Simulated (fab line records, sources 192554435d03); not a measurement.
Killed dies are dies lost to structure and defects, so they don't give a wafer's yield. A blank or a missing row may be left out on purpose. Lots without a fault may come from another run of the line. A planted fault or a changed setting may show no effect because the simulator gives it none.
Chamber matching | flow n5_finfet | N5_BEOL_M5_PRE_CLEAN_77 on cvd_co-01: 3 sister chambers
The step time 15 s. 6 wafers are shown with their chamber, then 8 later ones without.

WAFERS WITH THEIR CHAMBER
wafer  | chamber | heater_power_w (W)
L082.1 | 1       | 140
L082.3 | 0       | 78
L085.3 | 0       | 75
L085.5 | 1       | 143
L085.6 | 2       | 81
L089.1 | 2       | 80

WAFERS WITHOUT THEIR CHAMBER
wafer  | heater_power_w (W)
L089.5 | 141
L089.6 | 77
L096.1 | 144
L096.5 | 83
L096.6 | 77
L095.2 | 144
L095.4 | 144
L095.6 | 79

WHICH CHAMBER EACH WENT THROUGH
wafer  | from the rows above     | in truth
L089.5 | 1                       | 1
L089.6 | can't be placed: 0 or 2 | 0
L096.1 | 1                       | 1
L096.5 | 2                       | 2
L096.6 | can't be placed: 0 or 2 | 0
L095.2 | 1                       | 1
L095.4 | 1                       | 1
L095.6 | can't be placed: 2 or 0 | 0
Placed correctly: 5 of 8. Can't be placed from these rows: 3 (the true chamber is among the candidates in 3). Placed wrongly: 0.
How it was worked out, from the rows above alone: a wafer's distance from a chamber is the root of the sum, over the readings, of the square of ((its reading less the chamber's mean) divided by the reading's scatter). The wafer belongs to the nearest chamber; if the next one is less than 2 further off, it can't be placed. A chamber's mean is the mean of its shown wafers. The scatter: the root of (the sum of the squares of (reading less its chamber's mean) over the shown wafers, divided by (wafers less chambers)).
